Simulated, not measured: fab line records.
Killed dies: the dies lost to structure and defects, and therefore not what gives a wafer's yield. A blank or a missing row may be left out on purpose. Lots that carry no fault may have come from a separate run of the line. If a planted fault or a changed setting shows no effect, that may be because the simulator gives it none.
fab line records ; flow n5Finfet
[record] lots = 4; wafers = 12; lastDay = 16
route steps=1938 shown BEOL_M11@1565 BEOL_M12@1602 PASSIVATION@1936
lots that met no fault: from a run of the same line without faults
startH: hours from the record's opening day to when the first of the lot's shown wafers began ; waitH: time in hours since the lot's previous step ; " the same as in the row above ; L1.1+2: several wafers, shown together as one row ; - no value, or no start was given ; * or withheld: withheld ; < > ~ a bound
route shown NAME@n: names a module that has steps shown in the file, with the first one's number in the route ; usual: mean and standard deviation over wafers with no fault ; same: alike in all rows ; chamber/n: place in a boat ; sites: readings site by site ; _std_site: the standard deviation of these ; _edge_site: outer sites' mean less inner sites' ; radiusMm: for every site, how far away it sits from the centre of the wafer ; mask NAME#n: copy n ; behind: the most recent tool/chamber to have shaped the wafer ; hold: reason for holding the lot/hours on hold/outcome of the hold ; device: names the non-switching transistor (n, p or np) ; end of line: tests of these same wafers at the route's end ; a step without rows: its recipe alone ; killed: at the first sort, the dies lost to defects and structure; wafer yield is something else ; map: the dies of a wafer, with x for killed, . for not killed, _ for no die there
set.NAME: setting as actually run; set.NAME@STEP: the setting as run at that earlier step ; model.NAME: the simulator's own value behind a step, which no gauge read
lots seen at some steps along the route; tables by step, rows by wafer
services: the hour from which a tool's chamber was out of use, counted from the record's first day as startH (under 0 if before that day), plus the number of hours and why
[[steps]]
[step N5_BEOL_M11_EXPOSE_25]
[recipe] maskId = V10; na = 1.35; sourceShape = annular; sigmaInner = 0.5; sigmaOuter = 0.8; polarization = unpolarized; doseMj = 85.5
[step N5_BEOL_M11_PEB_26]
[recipe] pebTempC = withheld; pebTimeS = 60; resist = CAR-ArF
[step N5_BEOL_M11_DEVELOP_27]
[recipe] developTimeS = 30; developer = TMAH; resist = CAR-ArF; rinseLiquid = diw; dry = airSpin; devTempC = 23
[step N5_BEOL_M11_DESCUM_33]
[recipe] chemistry = O2; timeS = 7.9; sourcePowerW = 50; biasPowerW = 20; pressureMtorr = 20; rfFrequencyHz = 2.712e+07; tempC = 40; resist = CAR-ArF; o2FlowSccm = 225
[step N5_BEOL_M11_ETCH_65]
[recipe] chemistry = CF4; target = SiARC; targetDepthA = 390; maskMaterial = CAR-ArF; timeS = 65; ionEnergyEv = 80; pressureMtorr = 40; sourceW = 545; biasW = 36; Ar_flow_sccm = 100; cf4FlowSccm = 100; ends = cleared
[step N5_BEOL_M11_ETCH_66]
[recipe] chemistry = N2/H2; target = SOC; targetDepthA = 1200; overetchA = 240; maskMaterial = SiARC; tempC = 40; timeS = 180; ionEnergyEv = 200; pressureMtorr = 30; sourceW = 840; biasW = 150; n2FlowSccm = 200; h2FlowSccm = 200
[step N5_BEOL_M11_STRIP_69]
[recipe] chemistry = N2/H2; tempC = 40; n2FlowSccm = 200; h2FlowSccm = 200; rfFrequencyHz = 6e+07
[step N5_BEOL_M11_VIA_ETCH_34]
[recipe] chemistry = C4F6/O2; target = SiCOH_lowk; targetDepthA = 1845; maskMaterial = SOC; taperDeg = 4; timeS = 69.2; ionEnergyEv = 250; pressureMtorr = 30; sourceW = 345; biasW = 185; Ar_flow_sccm = 300; C4F6_flow_sccm = 10; O2_flow_sccm = 10
[step N5_BEOL_M11_STRIP_73]
[recipe] chemistry = C4F6/O2; resist = SiARC; rfFrequencyHz = 6e+07
[step N5_BEOL_M11_STRIP_36]
[recipe] chemistry = N2/H2; powerW = 450; tempC = 40; pressureMtorr = 20; rfFrequencyHz = 6e+07; overashFraction = 0.3; biasPowerW = 7; h2Frac = 0.5; n2FlowSccm = 200; h2FlowSccm = 200
[usual] drypumpMotorCurrentA = 5.8/0.38; oesProductAu = 0.79/0.1; powerW = 450.1/1.4; rfVppV = 59.2/2.1; showerheadPlenumPTorr = 2.52/0.1; throttleValvePct = 23.8/0.38
[same] overashFraction = 0.3
lot.wafer;tool;chamber;startH;waitH;drypumpMotorCurrentA;oesProductAu;powerW;rfHoursCounterH;rfVppV;showerheadPlenumPTorr;throttleValvePct
L417.3;rieDiel-06;2;293.57;0.0;5.6;0.76;450.8;169;56.8;2.33;23.8
L417.5;rieDiel-06;0;293.57;0.0;5.7;0.72;452.2;-;57.7;2.53;24.2
L417.6;rieDiel-06;3;293.57;0.0;6.2;0.72;449.9;-;62.8;2.52;24.3
L416.1;rieDiel-01;1;300.47;0.0;6.1;0.68;449.9;249;60.0;2.48;23.9
L416.2;rieDiel-01;0;300.47;0.0;6.2;0.69;449.4;245;60.8;2.39;24.1
L416.4;rieDiel-01;3;300.47;0.0;5.6;0.68;450.2;228;59.1;2.60;23.8
L420.3;rieDiel-06;0;340.36;0.0;5.7;0.72;451.6;208;57.9;2.53;24.2
L420.5;rieDiel-06;3;340.36;0.0;6.2;0.71;449.9;-;58.1;2.51;24.3
L420.6;rieDiel-06;0;340.36;0.0;5.7;0.69;453.3;-;62.0;2.53;24.2
L424.1;rieDiel-06;0;346.17;0.0;5.7;0.70;447.9;209;57.0;2.53;24.2
L424.2;rieDiel-06;1;346.17;0.0;5.2;0.89;451.6;20;59.0;2.48;23.1
L424.3;rieDiel-06;3;346.17;0.0;6.2;0.71;451.3;210;59.4;2.51;24.3
[step N5_BEOL_M11_TRENCH_ETCH_37]
[recipe] chemistry = C4F6/O2; targetDepthA = 1488.3; target = SiCOH_lowk; timeS = 48; ionEnergyEv = 250; pressureMtorr = 30; sourceW = 345; biasW = 185; Ar_flow_sccm = 300; C4F6_flow_sccm = 10; O2_flow_sccm = 10
[step N5_BEOL_M11_ETCH_41]
[recipe] chemistry = CH3F/O2; target = SiCN; targetDepthA = 426; taperDeg = 2; timeS = 86; ionEnergyEv = 120; maskMaterial = TiN; pressureMtorr = 30; sourceW = 395; biasW = 75; Ar_flow_sccm = 150; CH3F_flow_sccm = 30; O2_flow_sccm = 20
[step N5_BEOL_M11_STRIP_77]
[recipe] chemistry = N2/H2; timeS = 10; powerW = 450; tempC = 40; pressureMtorr = 20; rfFrequencyHz = 6e+07; biasPowerW = 7; n2FlowSccm = 200; h2FlowSccm = 200
[step N5_BEOL_M11_HM_STRIP_39]
[recipe] chemistry = peroxideTinStrip; material = TiN; targetDepthA = 250; tempC = 50; timeS = 158
[step N5_BEOL_M11_SRD_40]
[recipe] timeS = 30; tempC = 23; rinseLiquid = diw; dry = ipaMarangoni
[step N5_BEOL_M11_PRECLEAN_42]
[recipe] chemistry = residueRemover; timeS = 60; tempC = 40
[step N5_BEOL_M11_SRD_43]
[recipe] timeS = 30; tempC = 23; rinseLiquid = diw; dry = ipaMarangoni
[step N5_BEOL_M11_CURE_72]
[recipe] tempC = 370; timeS = 120; ambient = DMADMS/He; material = SiCOH_lowk
[step N5_BEOL_M11_DEGAS_44]
[recipe] ambient = vacuum; tempC = 250; timeS = 60
[step N5_BEOL_M11_PRE_CLEAN_45]
[recipe] gas = H2/He; timeS = 30; tempC = 250
[step N5_BEOL_M11_ALD_74]
[recipe] material = TaN; targetThkA = 20; tempC = 275; aldPrecursorFamily = PDMAT; aldCoReactant = NH3; pressureTorr = 3; carrierFlowSccm = 1500; pulseTimeS = 2; purgeTimeS = 3; coReactantPurgeTimeS = 2; coReactantPulseTimeS = 3; aldCycles = 40; precursorVesselTempC = 75; precursorVesselPressureTorr = 26.25; precursorVesselCarrierSccm = 1000
[step N5_BEOL_M11_SURFACE_TREAT_76]
[recipe] gas = Ar; timeS = *; ionEnergyEv = *; ionCurrentMaCm2 = 0.5; pressureMtorr = *; arFlowSccm = 30
[step N5_BEOL_M11_CVD_75]
[recipe] material = Co; targetThkA = 20; tempC = withheld; precursor = CCTBA/H2; pressureTorr = 30; timeS = 138.9
[step N5_BEOL_M11_SPUTTER_48]
[recipe] material = Cu; targetThkA = 120; tempC = -20; biasV = 60; powerW = 26000; chamberPressurePa = 0.13; timeS = 2
[step N5_BEOL_M11_ECD_50]
[recipe] material = Cu; targetThkA = 3180
[step N5_BEOL_M11_ANNEAL_51]
[recipe] tempC = 225; timeS = 90; ambient = N2
[step N5_BEOL_M11_CMP_52]
[recipe] stopOn = SiCOH_lowk; tOverpolishS = 7; downForcePsi = 1; platenRpm = 50; clearingPlatenDownForcePsi = 1.5; clearingPlatenRpm = 50; postCmpClean = cuAlkaline; targetThkNm = 140; clearingPlatenPadVelocityMS = 0.99484; padVelocityMS = 0.99484
[step N5_BEOL_M11_PRE_CLEAN_55]
[recipe] gas = NH3; timeS = 15; tempC = withheld; rfPowerW = 300
[step N5_BEOL_M11_DEP_56]
[recipe] material = SiCN; targetThkA = 300; tempC = withheld; precursor = 3MS/NH3; pressureTorr = 3; rfW = 675; timeS = 10.5
[step N5_BEOL_M12_ILD_DEP_00]
[recipe] material = SiOC; targetThkA = 6589.2; tempC = 350; precursor = DEMS/O2; pressureTorr = 5; rfW = 500; timeS = 130.7
[step N5_BEOL_M12_COAT_58]
[recipe] resist = BARC; tempC = 205; timeS = 60; spinRpm = 1500; resistThkNm = 89
[step N5_BEOL_M12_COAT_04]
[recipe] spinRpm = 1625; resistThkNm = 400
[step N5_BEOL_M12_EBR_06]
[recipe] solvent = PGMEA; ebrWidthMm = 1.5
[step N5_PASSIVATION_PROBE_49]
[usual] defectLimitedYield = 91.4/1.5; killed_at_M0_to_M3 = 32/9.8; killed_at_M4_up = 15/5.6; killedAtContacts = 12/5.4; killedAtFrontEnd = 40/13; killedAtOther = 3.0/2.1; killedDies = 102/17; killedOpen = 67/13; killedShort = 32/7.1; sort_bin_5_function = 5.1/0.96; sort_bin_6_memory = 3.2/0.7; sortNPass = 1078/18; sortYieldPct = 91.3/1.5
[same] grossDies = 1180; killedAtBackSide = 0; sort_bin_4_leakage[%] = 0; sort_bin_8_speed[%] = 0
lot.wafer;tool;chamber;startH;waitH;defectLimitedYield[%];killed_at_M0_to_M3;killed_at_M4_up;killedAtContacts;killedAtFrontEnd;killedAtOther;killedDies;killedOpen;killedShort;sort_bin_5_function[%];sort_bin_6_memory[%];sortNPass;sortYieldPct[%]
L420.3;prober-02;-;384.48;0.1;83.2;43;87;16;47;5;198;86;37;11.3;4.3;982;83.2
L420.5;prober-02;-;384.58;0.2;83.8;27;108;10;43;3;191;70;22;10.2;3.6;989;83.8
L420.6;prober-02;-;384.63;0.3;83.6;38;107;15;32;1;193;79;31;11.4;4.2;987;83.6
L424.1;prober-01;-;394.13;0.0;87.2;14;91;5;41;0;151;48;21;7.8;3.3;1029;87.2
L424.2;prober-01;-;394.18;0.1;84.1;22;96;10;59;1;188;73;25;10.0;4.7;992;84.1
L424.3;prober-01;-;394.23;0.1;83.0;33;96;12;55;5;201;75;37;11.3;4.2;979;83.0
// killed by level:class
L420.3 BEOL_M11:unspecified=73 MOL_CONTACT_COAG:geometricParticle:open=12 BEOL_M3:geometricParticle:open=12 STI_FIN_REVEAL:geometricParticle:open=10 BEOL_M4:geometricParticle:open=9 DUMMY_GATE:geometricParticle:open=8 BEOL_M2:geometricParticle:open=8 FIN_SAQP:geometricParticle:short=6
L420.5 BEOL_M11:unspecified=90 STI_FIN_REVEAL:geometricParticle:open=13 BEOL_M4:geometricParticle:open=13 BEOL_M3:geometricParticle:open=10 MOL_CONTACT_COAG:geometricParticle:open=10 DUMMY_GATE:geometricParticle:open=7 BEOL_M0_SAQP:geometricParticle:short=7 HKMG_FIN:areaEtch=6
L420.6 BEOL_M11:unspecified=82 BEOL_M4:geometricParticle:open=18 MOL_CONTACT_COAG:geometricParticle:open=11 BEOL_M0_SAQP:geometricParticle:open=9 STI_FIN_REVEAL:geometricParticle:open=9 BEOL_M3:geometricParticle:open=8 BEOL_M0_SAQP:geometricParticle:short=5 BEOL_M1:geometricParticle:open=5
L424.1 BEOL_M11:unspecified=82 FIN_SAQP:geometricParticle:open=14 STI_FIN_REVEAL:geometricParticle:open=8 BEOL_M1:geometricParticle:open=5 FIN_SAQP:geometricParticle:short=4 MOL_CONTACT_COAG:geometricParticle:open=4 BEOL_M0_SAQP:geometricParticle:short=4 STARTING-WAFER:geometricParticle:short=4
L424.2 BEOL_M11:unspecified=90 FIN_SAQP:geometricParticle:open=19 STI_FIN_REVEAL:geometricParticle:open=11 MOL_CONTACT_COAG:geometricParticle:open=10 FIN_SAQP:geometricParticle:short=9 GATE_CUT:geometricParticle:open=9 BEOL_M3:geometricParticle:open=6 BEOL_M0_SAQP:geometricParticle:short=4
L424.3 BEOL_M11:unspecified=88 FIN_SAQP:geometricParticle:open=17 FIN_SAQP:geometricParticle:short=11 MOL_CONTACT_COAG:geometricParticle:open=11 STI_FIN_REVEAL:geometricParticle:open=8 BEOL_M1:geometricParticle:open=6 BEOL_M0_SAQP:geometricParticle:open=6 BEOL_M0_SAQP:geometricParticle:short=6
// map L420.3 (x killed, . not)
_________________.........x..________________
______________.........x.xxx...._____________
___________..x.......x.............__________
__________.............xx...x...x..._________
________...x..............x..........._______
_______....x...........x.x..x.......x..______
______..........x........x.x............_____
_____........x............x............x.____
____.............x..........x....x........___
___.....x...x........x.x....x..............__
___...........x........x...x.......x...x...__
__..........x........x......x.....x........x_
__x.x............x.x.......x........x..x...._
_........................x.......x.x.x.......
_..x.......x..x........x.....................
_.....x....x.............................x..x
_............xx............x....x............
_........xx...x.......x.x.x.x.............x..
_....x.x..................x......x...........
_..x..x..........x..x...x.........x......x...
_.............................x..............
__.................x................x.x....._
__..........x......x....x................x.._
___.....x....x....x.x.....x....x...........__
___.....x..x.....x.x.x..x.......x.......x..__
____............x............x.x..........___
_____.........xxx.x.x..x...x.............____
______x.....x.xxx..xxx.......x.........._____
_______......xxxxxxxxx.x.x..........x..______
________..x..x.xxxxxxxxx.xx.....x....._______
__________..xxxxxxxxxxxxxx........x._________
___________.x.xxxxxxxxxx...........__________
______________xxxxxxxxxxxxx....._____________
_________________xxxxxxxx....________________
// map L424.3 (x killed, . not)
_________________.........x..________________
______________........x...x...x._____________
___________......xx.x..............__________
__________............x....xx...x..._________
________..............x..............._______
_______x....x....................x.....______
______x...............xx...............x_____
_____....x.x...............xx...x........____
____x............x......x........x.x......___
___x.x..x..................x...............__
___......x.x...xx...........x..............__
__........x.x....x.x.x.x...................._
__...........x................xx........x..x_
_......................x...........x.x.......
_..x..x.x...x................................
_.......x...............x..x.................
_...x.x.......x..............................
_...............................x.....x......
_.....x....x..........x...x......x.....x....x
_...........xx...x.....x...x.................
_.......x.............x..x............x....x.
__.......x.................................x_
__.........x...x.......x........xx.........._
___x......x........................x...x...__
___...x............x..x..x.....x.x.........__
____.......x.........x.x..........x.......___
_____.x.......xx...x.xx.xxxx.........xx..____
______........x..xxxxxxxxx.x......x....._____
_______.........xxxxxxxxxx......x......______
________.....x.xxxxxxxxxxxxx.x........_______
__________....x...xxxxxxxxxxx.....x._________
___________.x..xxxxxxxxxxxx........__________
______________..xxxxxxxxxxxx.x.._____________
_________________xxxxxxxxx.x.________________
[[services]]
tool;chamber;startH;hours;kind
rieDiel-01;1;303.50;-;clean
rieDiel-01;1;303.50;-;consumableReplace:focusRing
rieDiel-01;1;303.50;23.9;scheduledDown
rieDiel-01;1;303.50;23.9;ventCycle
rieDiel-01;0;327.72;-;clean
rieDiel-01;0;327.72;-;consumableReplace:focusRing
rieDiel-01;0;327.72;-;consumableReplace:showerhead
rieDiel-01;0;327.72;23.3;scheduledDown
rieDiel-01;0;327.72;23.3;ventCycle
[[key]]
[firstSign] step = N5_PASSIVATION_PROBE_49; reading = killed_at_M4_up; direction = up; sigmas = 15; usual = 15; struck = 98
[effect] step = N5_PASSIVATION_PROBE_49; reading = killedDies; direction = up; sigmas = 4.9; usual = 102; struck = 187
[moreKillsBornAt] N5_BEOL_M11_STRIP_36@rieDiel-06 = 505
metAt N5_BEOL_M11_STRIP_36
struckWafers L420.3,L420.5,L420.6,L424.1,L424.2,L424.3
onsetBetween 293.57 340.36
alsoFits time
[fault] kind = chamberParticleSource; tool = rieDiel-06; chamber = -; onsetH = 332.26; steps = N5_BEOL_M11_STRIP_36; ratePerVisitCm2 = 0.53023; endH = 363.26
